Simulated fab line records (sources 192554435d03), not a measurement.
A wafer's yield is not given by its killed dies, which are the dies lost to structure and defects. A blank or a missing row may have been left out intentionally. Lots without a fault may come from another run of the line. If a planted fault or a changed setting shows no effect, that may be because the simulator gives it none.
fab line records	flow n5-finfet
[record] lots = 24	wafers = 72	last-day = 17
route steps=1938 shown BEOL_M4@1024
lots with no fault: from the same line, run without faults
start-h: hours from the record's first day to the start of the lot's first wafer shown	wait-h: hours since the lot's step before	" identical to the entry in the row above	L1.1+2: one row covering several wafers at once	- value missing, or start not given	* or withheld: withheld	< > ~ a bound
route shown NAME@n: a module of which the file shows steps, and the number in the route of the first	usual: mean/standard deviation taken from wafers without a fault	same: alike in all rows	chamber/n: place in a boat	sites: per-site readings	_std_site: standard deviation of those values	_edge_site: inner sites' mean taken away from outer sites' mean	radius-mm: for every site, how far away it sits from the centre of the wafer	mask NAME#n: copy n	behind: the most recent tool/chamber to have shaped the wafer	hold: why the lot went on hold/how many hours it stayed there/how the hold came to an end	device: transistor that didn't switch, given as n, p or np	end of line: tests run on the same wafers once the route is complete	step lacking rows: just its recipe	killed: not the wafer's yield, but the dies lost to structure and defects at the first sort	map: per-die view of a wafer (x killed, . not killed, _ where there is no die)
set.NAME: the setting the step ran with; set.NAME@STEP: the setting that earlier step ran with	model.NAME: the simulator's own value behind a step, which no gauge read
one table for each step of the route and one row for each wafer, over a sample of lots
services: when a tool's chamber went out of use (start-h, in hours from the record's first day, below 0 if earlier), for how many hours, and the reason
[[steps]]
[step N5_BEOL_M4_HM_DEP_02]
[recipe] material = TiN	target-thk-a = 200	temp-c = 25	chamber-pressure-pa = 0.49996
[usual] substrate-temp-c = 25.00/0.11	throttle-valve-pct = 29.9/1.2
lot.wafer	tool	chamber	start-h	wait-h	substrate-temp-c	throttle-valve-pct
L074.1	pvd-sputter-01	-	154.13	1.1	25.04	28.9
L074.2	"	-	"	"	25.05	28.0
L074.3	"	-	"	"	24.81	31.8
L075.1	pvd-sputter-02	-	168.50	1.9	25.02	31.1
L075.3	"	-	"	"	24.96	30.7
L075.5	"	-	"	"	24.87	30.9
L076.1	pvd-sputter-02	-	181.50	2.3	24.93	30.6
L076.4	"	-	"	"	24.79	31.0
L076.5	"	-	"	"	24.96	30.8
L077.1	pvd-sputter-02	-	181.60	2.0	25.13	31.0
L077.3	"	-	"	"	24.98	30.8
L077.5	"	-	"	"	25.12	30.9
L078.1	pvd-sputter-03	-	189.14	0.1	25.12	28.7
L078.5	"	-	"	"	24.98	28.4
L078.6	"	-	"	"	25.00	30.7
L079.1	pvd-sputter-02	-	191.25	1.6	24.86	30.7
L079.3	"	-	"	"	24.87	30.9
L079.5	"	-	"	"	25.06	30.8
L080.2	pvd-sputter-03	-	194.46	0.4	24.76	30.8
L080.3	"	-	"	"	25.10	28.7
L080.6	"	-	"	"	24.79	28.7
L081.1	pvd-sputter-01	-	196.97	0.9	25.10	31.7
L081.3	"	-	"	"	24.96	29.1
L081.5	"	-	"	"	24.93	27.8
L082.2	pvd-sputter-03	-	201.62	1.1	24.93	28.6
L082.3	"	-	"	"	24.88	28.3
L082.5	"	-	"	"	24.99	28.5
L083.2	pvd-sputter-03	-	215.39	0.3	25.06	28.5
L083.3	"	-	"	"	24.96	30.8
L083.6	"	-	"	"	25.12	30.5
L084.1	pvd-sputter-02	-	228.38	0.9	24.94	31.1
L084.5	"	-	"	"	25.14	30.9
L084.6	"	-	"	"	24.89	31.0
L086.1	pvd-sputter-03	-	229.21	0.3	24.79	30.6
L086.3	"	-	"	"	24.85	28.5
L086.4	"	-	"	"	25.01	28.6
L085.2	pvd-sputter-03	-	233.07	0.9	25.11	28.7
L085.3	"	-	"	"	24.82	28.6
L085.4	"	-	"	"	25.05	28.6
L088.2	pvd-sputter-03	-	239.69	1.6	25.04	28.7
L088.3	"	-	"	"	25.03	30.9
L088.5	"	-	"	"	25.13	28.6
L087.2	pvd-sputter-03	-	244.84	0.2	25.13	30.8
L087.3	"	-	"	"	24.91	28.5
L087.5	"	-	"	"	25.19	28.7
L089.1	pvd-sputter-02	-	250.67	2.2	24.84	30.8
L089.2	"	-	"	"	25.06	30.8
L089.3	"	-	"	"	24.94	31.0
L090.1	pvd-sputter-02	-	255.97	1.1	25.09	30.9
L090.5	"	-	"	"	24.78	30.9
L090.6	"	-	"	"	24.87	30.7
L092.1	pvd-sputter-01	-	259.47	1.9	25.08	27.9
L092.2	"	-	"	"	24.98	31.5
L092.4	"	-	"	"	25.10	30.2
L091.1	pvd-sputter-03	-	266.30	0.1	24.89	28.3
L091.3	"	-	"	"	25.23	28.7
L091.6	"	-	"	"	25.12	31.0
L093.3	pvd-sputter-01	-	272.49	0.0	24.97	28.0
L093.5	"	-	"	"	25.08	28.9
L093.6	"	-	"	"	24.98	31.6
L094.2	pvd-sputter-03	-	274.42	1.5	24.73	28.5
L094.5	"	-	"	"	25.11	28.7
L094.6	"	-	"	"	25.36	28.6
L095.1	pvd-sputter-01	-	291.48	2.4	25.05	28.9
L095.2	"	-	"	"	25.14	28.0
L095.4	"	-	"	"	24.97	31.5
L096.4	pvd-sputter-02	-	293.47	1.0	25.20	30.7
L096.5	"	-	"	"	25.01	30.9
L096.6	"	-	"	"	24.89	30.9
L097.1	pvd-sputter-02	-	298.49	0.5	25.00	30.8
L097.2	"	-	"	"	25.02	30.9
L097.6	"	-	"	"	24.79	30.9
[step N5_BEOL_M4_VIA_ETCH_34]
[recipe] chemistry = C4F6/O2	target-depth-a = 694	mask-material = SOC	pressure-mtorr = 15	ion-energy-ev = 250	taper-deg = 4	time-s = 65.9	source-w = 350	bias-w = 170	Ar_flow_sccm = 300	C4F6_flow_sccm = 10	O2_flow_sccm = 10
[usual] drypump-motor-current-A = 5.7/0.53	oes_f_703_au = 0.77/0.084	oes-product-au = 0.78/0.089	rf-vpp-V = 673/9.8	showerhead-plenum-p-Torr = 2.88/0.082	throttle-valve-pct = 30.80/0.27
lot.wafer	tool	chamber	start-h	wait-h	drypump-motor-current-A	oes_f_703_au	oes-product-au	rf-hours-counter-h	rf-vpp-V	showerhead-plenum-p-Torr	throttle-valve-pct
L074.1	rie-diel-06	0	164.78	0.0	4.9	0.86	0.86	43	676	2.76	30.63
L074.2	"	1	"	"	5.2	0.75	0.75	145	660	2.86	30.71
L074.3	"	2	"	"	6.6	0.69	0.70	224	675	2.93	30.80
L075.1	rie-diel-05	0	171.47	0.0	6.6	0.68	0.68	236	666	2.82	30.83
L075.3	"	2	"	"	5.1	0.68	0.69	215	684	2.96	31.09
L075.5	"	1	"	"	5.7	0.78	0.79	-	691	2.97	30.86
L076.1	rie-diel-06	3	187.77	0.0	5.8	0.75	0.73	164	664	2.82	30.71
L076.4	"	1	"	"	5.1	0.74	0.75	151	661	2.86	30.72
L076.5	"	0	"	"	4.9	0.85	0.85	-	675	2.76	30.64
L077.1	rie-diel-01	2	188.12	0.0	6.1	0.76	0.73	191	662	2.94	30.89
L077.3	"	1	"	"	5.9	0.94	0.94	11	666	2.78	30.68
L077.5	"	2	"	"	6.1	0.76	0.74	-	662	2.94	30.88
L078.1	rie-diel-01	2	194.00	0.0	6.1	0.76	0.72	193	663	2.94	30.89
L078.5	"	0	"	"	5.1	0.80	0.83	-	684	2.77	30.68
L078.6	"	1	"	"	5.9	0.94	0.94	-	665	2.78	30.67
L079.1	rie-diel-05	0	194.14	0.0	6.6	0.67	0.68	243	667	2.82	30.85
L079.3	"	3	"	"	5.7	0.82	0.84	54	666	2.99	30.36
L079.5	"	2	"	"	5.1	0.68	0.69	-	685	2.95	31.09
L080.2	rie-diel-06	2	201.75	0.0	6.6	0.68	0.69	235	676	2.92	30.82
L080.3	"	3	"	"	5.8	0.74	0.72	169	663	2.82	30.70
L080.6	"	3	"	"	5.8	0.74	0.71	-	665	2.82	30.70
L081.1	rie-diel-05	3	201.79	0.0	5.7	0.83	0.83	56	666	2.99	30.35
L081.3	"	1	"	"	5.8	0.78	0.78	104	693	2.97	30.88
L081.5	"	3	"	"	5.7	0.82	0.84	-	667	2.99	30.36
L082.2	rie-diel-05	2	205.82	0.0	5.1	0.68	0.69	227	684	2.95	31.09
L082.3	"	3	"	"	5.7	0.82	0.84	58	665	2.99	30.38
L082.5	"	0	"	"	6.6	0.67	0.68	-	667	2.82	30.83
L083.2	rie-diel-05	1	220.04	0.0	5.8	0.77	0.77	111	691	2.96	30.88
L083.3	"	3	"	"	5.7	0.82	0.83	64	666	2.99	30.38
L083.6	"	1	"	"	5.7	0.76	0.78	-	691	2.96	30.90
L084.1	rie-diel-05	2	236.15	0.0	5.1	0.66	0.68	241	685	2.94	31.10
L084.5	"	3	"	"	5.7	0.81	0.82	-	667	2.98	30.38
L084.6	"	1	"	"	5.7	0.76	0.77	-	691	2.96	30.89
L086.1	rie-diel-06	2	236.25	0.0	6.6	0.68	0.69	246	677	2.92	30.83
L086.3	"	3	"	"	5.8	0.73	0.71	179	665	2.81	30.73
L086.4	"	0	"	"	4.9	0.83	0.82	64	677	2.75	30.66
L085.2	rie-diel-06	2	240.77	0.0	6.6	0.67	0.68	248	675	2.91	30.84
L085.3	"	3	"	"	5.8	0.73	0.72	181	664	2.81	30.71
L085.4	"	1	"	"	5.1	0.73	0.74	169	660	2.85	30.73
L088.2	rie-diel-05	2	243.86	0.0	5.1	0.66	0.68	244	685	2.94	31.11
L088.3	"	0	"	"	6.6	0.98	1.01	2	668	2.82	30.70
L088.5	"	3	"	"	5.7	0.80	0.83	-	664	2.98	30.39
L087.2	rie-diel-05	2	247.08	0.0	5.1	0.66	0.69	245	683	2.94	31.09
L087.3	"	1	"	"	5.7	0.75	0.76	123	692	2.96	30.91
L087.5	"	1	"	"	5.7	0.75	0.76	-	692	2.96	30.91
L089.1	rie-diel-01	2	264.62	0.0	6.1	0.75	0.71	217	662	2.92	30.93
L089.2	"	3	"	"	5.3	0.70	0.70	235	675	2.92	31.50
L089.3	"	1	"	"	5.9	0.88	0.89	36	667	2.77	30.69
L090.1	rie-diel-06	1	264.77	0.0	5.2	0.72	0.73	180	660	2.84	30.75
L090.5	"	2	"	"	6.6	0.98	0.98	-	675	2.91	30.71
L090.6	"	3	"	"	5.8	0.73	0.71	-	662	2.81	30.72
L092.1	rie-diel-06	2	268.88	0.0	6.6	0.96	0.97	2	675	2.91	30.71
L092.2	"	1	"	"	5.2	0.73	0.74	181	661	2.84	30.75
L092.4	"	0	"	"	4.9	0.80	0.82	77	675	2.75	30.68
L091.1	rie-diel-06	3	271.31	0.0	5.8	0.73	0.70	193	664	2.81	30.73
L091.3	"	1	"	"	5.1	0.72	0.72	182	663	2.84	30.75
L091.6	"	2	"	"	6.6	0.96	0.97	-	674	2.91	30.72
L094.2	rie-diel-01	1	281.15	0.0	5.9	0.88	0.88	41	666	2.77	30.71
L094.5	"	0	"	"	5.1	0.76	0.79	-	684	2.75	30.72
L094.6	"	3	"	"	5.2	0.70	0.69	-	675	2.92	31.52
L093.3	rie-diel-05	3	284.24	0.0	5.7	0.79	0.80	90	666	2.97	30.39
L093.5	"	3	"	"	5.7	0.79	0.80	-	667	2.98	30.42
L093.6	"	0	"	"	6.6	0.93	0.94	-	667	2.81	30.71
L096.4	rie-diel-01	2	297.45	0.0	6.1	0.73	0.70	229	661	2.92	30.93
L096.5	"	3	"	"	5.3	0.69	0.68	-	676	2.92	31.51
L096.6	"	2	"	"	6.1	0.74	0.71	-	661	2.92	30.94
L095.1	rie-diel-05	2	297.94	0.0	5.1	0.96	0.99	4	683	2.94	31.07
L095.2	"	0	"	"	6.6	0.90	0.93	23	667	2.81	30.72
L095.4	"	3	"	"	5.7	0.78	0.80	96	664	2.97	30.41
L097.1	rie-diel-01	3	301.58	0.0	5.2	0.69	0.69	248	677	2.92	31.50
L097.2	"	0	"	"	5.1	0.76	0.78	103	684	2.75	30.71
L097.6	"	0	"	"	5.1	0.75	0.78	-	683	2.75	30.71
[step N5_BEOL_M4_SPUTTER_88]
[recipe] material = Cu	target-thk-a = 45	temp-c = -20	chamber-pressure-pa = 0.07	power-w = withheld	time-s = 8.29
[usual] chuck-gas-flow-sccm = 1.26/0.05	substrate-temp-c = -20.00/0.11	throttle-valve-pct = 29.7/1.3
lot.wafer	tool	chamber	start-h	wait-h	chuck-gas-flow-sccm	substrate-temp-c	throttle-valve-pct
L074.1	pvd-sputter-03	-	167.41	0.1	1.27	-19.88	28.4
L074.2	"	-	"	"	1.32	-20.19	28.8
L074.3	"	-	"	"	1.28	-20.02	30.9
L075.1	pvd-sputter-03	-	175.43	0.1	1.31	-20.07	28.6
L075.3	"	-	"	"	1.22	-19.97	30.8
L075.5	"	-	"	"	1.15	-19.90	28.7
L076.1	pvd-sputter-01	-	189.95	0.1	1.22	-19.93	28.8
L076.4	"	-	"	"	1.32	-20.08	28.1
L076.5	"	-	"	"	1.27	-20.00	29.0
L077.1	pvd-sputter-03	-	190.12	0.1	1.21	-20.03	28.3
L077.3	"	-	"	"	1.27	-20.27	28.5
L077.5	"	-	"	"	1.24	-20.19	28.5
L078.1	pvd-sputter-02	-	196.13	0.1	1.25	-20.16	30.8
L078.5	"	-	"	"	1.32	-20.12	30.8
L078.6	"	-	"	"	1.22	-19.91	30.9
L079.1	pvd-sputter-03	-	196.54	0.1	1.42	-20.15	28.5
L079.3	"	-	"	"	1.26	-19.84	30.6
L079.5	"	-	"	"	1.22	-20.05	28.7
L080.2	pvd-sputter-03	-	205.48	0.1	1.27	-19.94	30.4
L080.3	"	-	"	"	1.22	-19.84	28.5
L080.6	"	-	"	"	1.25	-20.26	28.5
L081.1	pvd-sputter-01	-	205.80	0.1	1.26	-20.07	32.0
L081.3	"	-	"	"	1.31	-19.89	30.3
L081.5	"	-	"	"	1.30	-20.09	30.2
L082.2	pvd-sputter-03	-	208.94	0.1	1.25	-19.96	30.6
L082.3	"	-	"	"	1.27	-19.94	28.7
L082.5	"	-	"	"	1.30	-20.02	28.7
L083.2	pvd-sputter-01	-	222.55	0.1	1.20	-19.97	30.6
L083.3	"	-	"	"	1.29	-19.83	28.9
L083.6	"	-	"	"	1.34	-19.90	30.3
L084.1	pvd-sputter-01	-	238.27	0.1	1.22	-19.82	28.9
L084.5	"	-	"	"	1.21	-19.86	28.9
L084.6	"	-	"	"	1.21	-20.11	27.7
L086.1	pvd-sputter-02	-	238.31	0.1	1.29	-19.89	31.0
L086.3	"	-	"	"	1.32	-20.10	30.9
L086.4	"	-	"	"	1.19	-20.14	30.8
L085.2	pvd-sputter-03	-	242.94	0.1	1.21	-19.88	30.7
L085.3	"	-	"	"	1.27	-20.06	28.8
L085.4	"	-	"	"	1.36	-19.99	28.2
L088.2	pvd-sputter-01	-	247.42	0.1	1.28	-19.88	28.8
L088.3	"	-	"	"	1.26	-19.85	30.4
L088.5	"	-	"	"	1.22	-19.98	29.0
L087.2	pvd-sputter-02	-	249.67	0.1	1.27	-20.10	31.0
L087.3	"	-	"	"	1.32	-19.99	31.0
L087.5	"	-	"	"	1.30	-19.86	30.8
L089.1	pvd-sputter-01	-	266.64	0.1	1.34	-19.98	31.4
L089.2	"	-	"	"	1.31	-19.88	28.2
L089.3	"	-	"	"	1.17	-20.15	28.7
L090.1	pvd-sputter-03	-	267.28	0.1	1.10	-19.95	28.6
L090.5	"	-	"	"	1.28	-19.93	28.5
L090.6	"	-	"	"	1.26	-19.98	30.8
L092.1	pvd-sputter-01	-	271.52	0.1	1.25	-20.00	30.4
L092.2	"	-	"	"	1.31	-20.00	28.0
L092.4	"	-	"	"	1.21	-19.91	29.2
L091.1	pvd-sputter-01	-	273.65	0.1	1.28	-19.98	31.9
L091.3	"	-	"	"	1.29	-20.05	30.6
L091.6	"	-	"	"	1.31	-20.04	31.7
L094.2	pvd-sputter-01	-	283.28	0.1	1.37	-19.85	29.1
L094.5	"	-	"	"	1.25	-19.92	28.8
L094.6	"	-	"	"	1.28	-20.02	31.5
L093.3	pvd-sputter-01	-	287.14	0.1	1.28	-19.79	31.8
L093.5	"	-	"	"	1.18	-20.01	30.8
L093.6	"	-	"	"	1.32	-19.75	31.4
L096.4	pvd-sputter-01	-	299.94	0.1	1.20	-20.07	30.5
L096.5	"	-	"	"	1.25	-20.14	29.1
L096.6	"	-	"	"	1.25	-20.16	31.8
L095.1	pvd-sputter-03	-	300.43	0.1	1.26	-19.93	28.4
L095.2	"	-	"	"	1.24	-20.18	28.8
L095.4	"	-	"	"	1.26	-19.96	31.0
L097.1	pvd-sputter-02	-	304.15	0.1	1.21	-20.01	30.8
L097.2	"	-	"	"	1.27	-20.12	30.9
L097.6	"	-	"	"	1.26	-19.81	31.0
[step N5_BEOL_M4_SPUTTER_96]
[recipe] material = Cu	target-thk-a = 45	temp-c = -20	chamber-pressure-pa = 0.07	power-w = withheld	time-s = 8.29
[usual] chuck-gas-flow-sccm = 1.25/0.048	substrate-temp-c = -20.01/0.11	throttle-valve-pct = 29.7/1.3
lot.wafer	tool	chamber	start-h	wait-h	chuck-gas-flow-sccm	substrate-temp-c	throttle-valve-pct
L074.1	pvd-sputter-03	-	168.29	0.1	1.29	-19.90	28.2
L074.2	"	-	"	"	1.16	-19.97	28.4
L074.3	"	-	"	"	1.21	-20.05	30.7
L075.1	pvd-sputter-03	-	176.31	0.1	1.25	-19.93	28.5
L075.3	"	-	"	"	1.36	-20.05	30.8
L075.5	"	-	"	"	1.33	-20.02	28.5
L076.1	pvd-sputter-01	-	190.83	0.1	1.31	-20.15	29.1
L076.4	"	-	"	"	1.22	-20.02	28.3
L076.5	"	-	"	"	1.23	-20.22	29.0
L077.1	pvd-sputter-03	-	191.00	0.1	1.25	-19.95	28.3
L077.3	"	-	"	"	1.26	-20.15	28.6
L077.5	"	-	"	"	1.25	-20.02	28.6
L078.1	pvd-sputter-02	-	197.01	0.1	1.25	-19.97	30.8
L078.5	"	-	"	"	1.34	-20.13	30.9
L078.6	"	-	"	"	1.20	-19.99	30.9
L079.1	pvd-sputter-03	-	197.42	0.1	1.37	-19.93	28.6
L079.3	"	-	"	"	1.31	-19.89	30.8
L079.5	"	-	"	"	1.26	-19.85	28.1
L080.2	pvd-sputter-03	-	206.36	0.1	1.25	-20.01	30.6
L080.3	"	-	"	"	1.27	-19.91	28.6
L080.6	"	-	"	"	1.30	-19.98	28.7
L081.1	pvd-sputter-01	-	206.68	0.1	1.20	-20.03	31.3
L081.3	"	-	"	"	1.22	-20.00	30.2
L081.5	"	-	"	"	1.21	-19.97	30.8
L082.2	pvd-sputter-03	-	209.82	0.1	1.28	-20.13	30.8
L082.3	"	-	"	"	1.34	-19.85	28.5
L082.5	"	-	"	"	1.31	-20.04	28.9
L083.2	pvd-sputter-01	-	223.43	0.1	1.24	-20.09	30.3
L083.3	"	-	"	"	1.26	-20.13	29.2
L083.6	"	-	"	"	1.19	-19.85	30.7
L084.1	pvd-sputter-01	-	239.15	0.1	1.24	-20.22	28.8
L084.5	"	-	"	"	1.27	-20.14	29.1
L084.6	"	-	"	"	1.27	-19.83	27.9
L086.1	pvd-sputter-02	-	239.19	0.1	1.25	-20.00	31.0
L086.3	"	-	"	"	1.29	-20.00	30.7
L086.4	"	-	"	"	1.19	-20.12	31.1
L085.2	pvd-sputter-03	-	243.82	0.1	1.21	-19.86	30.6
L085.3	"	-	"	"	1.26	-20.16	28.9
L085.4	"	-	"	"	1.17	-19.82	28.5
L088.2	pvd-sputter-01	-	248.30	0.1	1.28	-19.89	29.2
L088.3	"	-	"	"	1.27	-20.10	30.5
L088.5	"	-	"	"	1.23	-19.66	28.9
L087.2	pvd-sputter-02	-	250.55	0.1	1.22	-20.11	31.1
L087.3	"	-	"	"	1.34	-20.16	31.1
L087.5	"	-	"	"	1.27	-20.13	30.8
L089.1	pvd-sputter-01	-	267.52	0.1	1.24	-20.11	31.6
L089.2	"	-	"	"	1.27	-20.11	28.0
L089.3	"	-	"	"	1.23	-19.79	29.2
L090.1	pvd-sputter-03	-	268.16	0.1	1.24	-20.26	28.3
L090.5	"	-	"	"	1.32	-19.90	28.5
L090.6	"	-	"	"	1.28	-19.86	30.8
L092.1	pvd-sputter-01	-	272.40	0.1	1.16	-20.01	30.6
L092.2	"	-	"	"	1.25	-19.95	28.1
L092.4	"	-	"	"	1.23	-19.81	29.0
L091.1	pvd-sputter-01	-	274.53	0.1	1.21	-20.04	31.4
L091.3	"	-	"	"	1.20	-19.84	30.4
L091.6	"	-	"	"	1.25	-20.05	31.6
L094.2	pvd-sputter-01	-	284.16	0.1	1.21	-20.01	29.0
L094.5	"	-	"	"	1.26	-20.12	28.9
L094.6	"	-	"	"	1.16	-20.11	31.6
L093.3	pvd-sputter-01	-	288.02	0.1	1.28	-20.03	31.4
L093.5	"	-	"	"	1.22	-20.04	30.3
L093.6	"	-	"	"	1.21	-19.94	31.7
L096.4	pvd-sputter-01	-	300.82	0.1	1.23	-19.96	30.6
L096.5	"	-	"	"	1.30	-20.08	29.3
L096.6	"	-	"	"	1.25	-20.08	31.6
L095.1	pvd-sputter-03	-	301.31	0.1	1.28	-19.84	28.2
L095.2	"	-	"	"	1.21	-19.83	28.9
L095.4	"	-	"	"	1.25	-20.12	30.8
L097.1	pvd-sputter-02	-	305.03	0.1	1.19	-19.87	30.9
L097.2	"	-	"	"	1.21	-19.99	30.9
L097.6	"	-	"	"	1.32	-19.80	31.1
[step N5_BEOL_M4_PRE_CLEAN_60]
[recipe] gas = NH3/H2	time-s = 15	temp-c = *	rf-power-w = 300
[usual] heater-power-w = 82/12
lot.wafer	tool	chamber	start-h	wait-h	heater-power-w
L074.1	cvd-co-02	1	169.11	0.0	72
L074.2	"	2	"	"	87
L074.3	"	0	"	"	77
L075.1	cvd-co-02	2	177.13	0.0	87
L075.3	"	1	"	"	71
L075.5	"	2	"	"	88
L076.1	cvd-co-01	0	191.68	0.0	66
L076.4	"	0	"	"	65
L076.5	"	2	"	"	98
L077.1	cvd-co-01	0	191.84	0.0	65
L077.3	"	2	"	"	97
L077.5	"	1	"	"	90
L078.1	cvd-co-01	0	197.83	0.0	65
L078.5	"	2	"	"	98
L078.6	"	0	"	"	66
L079.1	cvd-co-01	2	198.24	0.0	94
L079.3	"	0	"	"	63
L079.5	"	0	"	"	64
L080.2	cvd-co-01	2	207.18	0.0	97
L080.3	"	0	"	"	64
L080.6	"	0	"	"	66
L081.1	cvd-co-01	0	207.50	0.0	67
L081.3	"	1	"	"	90
L081.5	"	1	"	"	92
L082.2	cvd-co-01	1	210.77	0.0	94
L082.3	"	0	"	"	67
L082.5	"	0	"	"	63
L083.2	cvd-co-02	2	224.52	0.0	89
L083.3	"	1	"	"	73
L083.6	"	1	"	"	72
L084.1	cvd-co-01	1	240.18	0.0	89
L084.5	"	0	"	"	65
L084.6	"	2	"	"	99
L086.1	cvd-co-01	0	240.41	0.0	63
L086.3	"	1	"	"	93
L086.4	"	0	"	"	66
L085.2	cvd-co-01	1	244.99	0.1	91
L085.3	"	2	"	"	97
L085.4	"	2	"	"	97
L088.2	cvd-co-02	0	249.24	0.0	77
L088.3	"	2	"	"	89
L088.5	"	2	"	"	89
L087.2	cvd-co-02	1	251.37	0.0	72
L087.3	"	0	"	"	75
L087.5	"	1	"	"	72
L089.1	cvd-co-02	2	268.35	0.0	89
L089.2	"	1	"	"	72
L089.3	"	0	"	"	74
L090.1	cvd-co-02	1	269.01	0.0	74
L090.5	"	0	"	"	75
L090.6	"	1	"	"	73
L092.1	cvd-co-01	0	274.34	0.0	65
L092.2	"	1	"	"	94
L092.4	"	1	"	"	91
L091.1	cvd-co-01	1	275.60	0.1	92
L091.3	"	2	"	"	99
L091.6	"	0	"	"	67
L094.2	cvd-co-02	2	284.99	0.0	87
L094.5	"	0	"	"	76
L094.6	"	1	"	"	73
L093.3	cvd-co-01	2	289.03	0.0	98
L093.5	"	0	"	"	66
L093.6	"	1	"	"	92
L096.4	cvd-co-02	0	301.88	0.3	77
L096.5	"	2	"	"	91
L096.6	"	1	"	"	72
L095.1	cvd-co-01	0	302.13	0.0	65
L095.2	"	1	"	"	89
L095.4	"	0	"	"	65
L097.1	cvd-co-02	0	305.86	0.0	75
L097.2	"	2	"	"	91
L097.6	"	1	"	"	72
[step N5_BEOL_M4_CO_CAP_55]
[recipe] material = Co	target-thk-a = 20	temp-c = 200	precursor = CCTBA/H2	pressure-torr = 30	time-s = 102.1
[usual] heater-power-w = 233/15
lot.wafer	tool	chamber	start-h	wait-h	heater-power-w
L074.1	cvd-co-02	1	169.15	0.0	217
L074.2	"	2	"	"	242
L074.3	"	0	"	"	221
L075.1	cvd-co-02	2	177.17	0.0	238
L075.3	"	1	"	"	221
L075.5	"	2	"	"	237
L076.1	cvd-co-01	0	191.72	0.0	211
L076.4	"	0	"	"	208
L076.5	"	2	"	"	251
L077.1	cvd-co-01	0	191.88	0.0	212
L077.3	"	2	"	"	255
L077.5	"	1	"	"	246
L078.1	cvd-co-01	0	197.87	0.0	216
L078.5	"	2	"	"	256
L078.6	"	0	"	"	211
L079.1	cvd-co-01	2	198.28	0.0	249
L079.3	"	0	"	"	211
L079.5	"	0	"	"	208
L080.2	cvd-co-01	2	207.22	0.0	256
L080.3	"	0	"	"	214
L080.6	"	0	"	"	210
L081.1	cvd-co-01	0	207.54	0.0	209
L081.3	"	1	"	"	248
L081.5	"	1	"	"	240
L082.2	cvd-co-01	1	210.81	0.0	244
L082.3	"	0	"	"	209
L082.5	"	0	"	"	212
L083.2	cvd-co-02	2	224.56	0.0	239
L083.3	"	1	"	"	221
L083.6	"	1	"	"	221
L084.1	cvd-co-01	1	240.22	0.0	243
L084.5	"	0	"	"	211
L084.6	"	2	"	"	255
L086.1	cvd-co-01	0	240.45	0.0	216
L086.3	"	1	"	"	244
L086.4	"	0	"	"	220
L085.2	cvd-co-01	1	245.03	0.0	243
L085.3	"	2	"	"	253
L085.4	"	2	"	"	250
L088.2	cvd-co-02	0	249.28	0.0	224
L088.3	"	2	"	"	239
L088.5	"	2	"	"	238
L087.2	cvd-co-02	1	251.41	0.0	222
L087.3	"	0	"	"	222
L087.5	"	1	"	"	219
L089.1	cvd-co-02	2	268.39	0.0	237
L089.2	"	1	"	"	220
L089.3	"	0	"	"	229
L090.1	cvd-co-02	1	269.05	0.0	222
L090.5	"	0	"	"	224
L090.6	"	1	"	"	220
L092.1	cvd-co-01	0	274.38	0.0	213
L092.2	"	1	"	"	246
L092.4	"	1	"	"	246
L091.1	cvd-co-01	1	275.64	0.0	240
L091.3	"	2	"	"	254
L091.6	"	0	"	"	213
L094.2	cvd-co-02	2	285.03	0.0	242
L094.5	"	0	"	"	221
L094.6	"	1	"	"	222
L093.3	cvd-co-01	2	289.07	0.0	250
L093.5	"	0	"	"	214
L093.6	"	1	"	"	239
L096.4	cvd-co-02	0	301.94	0.0	222
L096.5	"	2	"	"	238
L096.6	"	1	"	"	226
L095.1	cvd-co-01	0	302.17	0.0	210
L095.2	"	1	"	"	244
L095.4	"	0	"	"	222
L097.1	cvd-co-02	0	305.90	0.0	226
L097.2	"	2	"	"	240
L097.6	"	1	"	"	220
[[services]]
tool	chamber	start-h	hours	kind
cvd-co-02	-	139.54	1.1	repair
pvd-sputter-01	-	143.08	4.3	repair
rie-diel-01	1	194.65	3.8	repair
rie-diel-05	1	208.51	1.2	repair
cvd-co-02	-	209.75	6.0	pm
rie-diel-05	0	212.49	-	clean
rie-diel-05	0	212.49	-	consumable-replace:focus-ring
rie-diel-05	0	212.49	26.6	scheduled-down
rie-diel-05	0	212.49	26.6	vent-cycle
rie-diel-06	-	229.49	2.8	pm
rie-diel-06	2	245.69	-	clean
rie-diel-06	2	245.69	-	consumable-replace:focus-ring
rie-diel-06	2	245.69	18.1	scheduled-down
rie-diel-06	2	245.69	18.1	vent-cycle
rie-diel-05	1	251.98	3.1	repair
cvd-co-02	-	258.29	2.3	repair
rie-diel-05	2	263.06	-	clean
rie-diel-05	2	263.06	-	consumable-replace:focus-ring
rie-diel-05	2	263.06	23.8	scheduled-down
rie-diel-05	2	263.06	23.8	vent-cycle
cvd-co-02	-	276.57	2.8	pm
pvd-sputter-03	-	279.46	4.2	repair
rie-diel-01	2	285.88	1.5	repair
rie-diel-01	0	288.34	2.1	repair
[[key]]
fault none
